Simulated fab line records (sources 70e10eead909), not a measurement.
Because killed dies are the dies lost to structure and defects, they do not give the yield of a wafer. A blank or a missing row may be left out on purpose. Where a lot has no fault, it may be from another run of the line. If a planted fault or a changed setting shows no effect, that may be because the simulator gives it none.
Chamber matching ; flow nand_harc ; NHARC_P_GATE_ETCH_32 on rie_si-05: 4 sister chambers
The step etches the open film in HBr/Cl2, target depth 150 nm, time 100.1 s. 18 wafers are shown with their chamber, then 8 later ones without.

== EACH WAFER AND ITS CHAMBER ==
wafer;chamber;oes_product_au (a.u.);he_backside_leak_sccm (sccm);throttle_valve_pct (%)
L074.1;2;1.018;2.6;26.405
L074.5;1;1.006;2.8;26.396
L074.6;2;1.018;2.7;26.412
L075.1;2;1.016;2.6;26.417
L075.6;2;1.013;2.6;26.420
L078.1;3;0.996;2.9;26.416
L078.5;2;1.009;2.5;26.402
L078.6;3;1.001;2.9;26.416
L084.2;1;1.006;2.9;26.391
L084.4;3;1.008;2.9;26.420
L084.6;1;1.002;2.9;26.409
L088.2;0;0.981;2.6;26.402
L088.3;2;1.021;2.7;26.424
L088.6;0;0.986;2.3;26.414
L087.1;3;1.012;2.7;26.417
L087.4;0;0.982;2.5;26.414
L087.6;3;1.003;2.8;26.399
L089.1;1;1.008;2.8;26.415

SIGNATURES (means of the wafers above)
reading;chamber 0;chamber 1;chamber 2;chamber 3;scatter within a chamber
oes_product_au;0.98300;1.00550;1.01583;1.00400;0.00445
he_backside_leak_sccm;2.467;2.850;2.617;2.840;0.0914
throttle_valve_pct;26.41000;26.40275;26.41333;26.41360;0.00893
Rule: for a wafer and a chamber, the distance is found by dividing, reading by reading, the gap between the wafer's reading and the chamber's mean by the reading's scatter, squaring, summing and taking the root. The wafer belongs to the nearest chamber; if the next one is less than 2 further off, it can't be placed. The scatter: take each reading less its chamber's mean, square it, sum over the shown wafers, divide by the number of wafers less the number of chambers, and take the root.

== WAFERS WITHOUT THEIR CHAMBER ==
wafer;oes_product_au (a.u.);he_backside_leak_sccm (sccm);throttle_valve_pct (%)
L089.4;1.016;2.5;26.409
L089.6;1.007;2.8;26.407
L092.3;1.003;2.8;26.391
L092.4;0.980;2.5;26.394
L092.6;1.005;2.6;26.412
L094.1;1.004;2.8;26.396
L094.2;1.009;2.8;26.402
L094.5;1.017;2.6;26.401

== WHICH CHAMBER EACH ONE RAN IN ==
wafer;from the rows above;in truth
L089.4;2;2
L089.6;can't be placed: 1 or 3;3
L092.3;can't be placed: 1 or 3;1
L092.4;0;0
L092.6;can't be placed: 2 or 3 or 1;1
L094.1;can't be placed: 1 or 3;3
L094.2;can't be placed: 1 or 3 or 2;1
L094.5;2;2
Placed correctly: 3 of 8. From these rows, 5 cannot be placed; in 5 the true chamber is one of the candidates. Wrongly placed: 0.
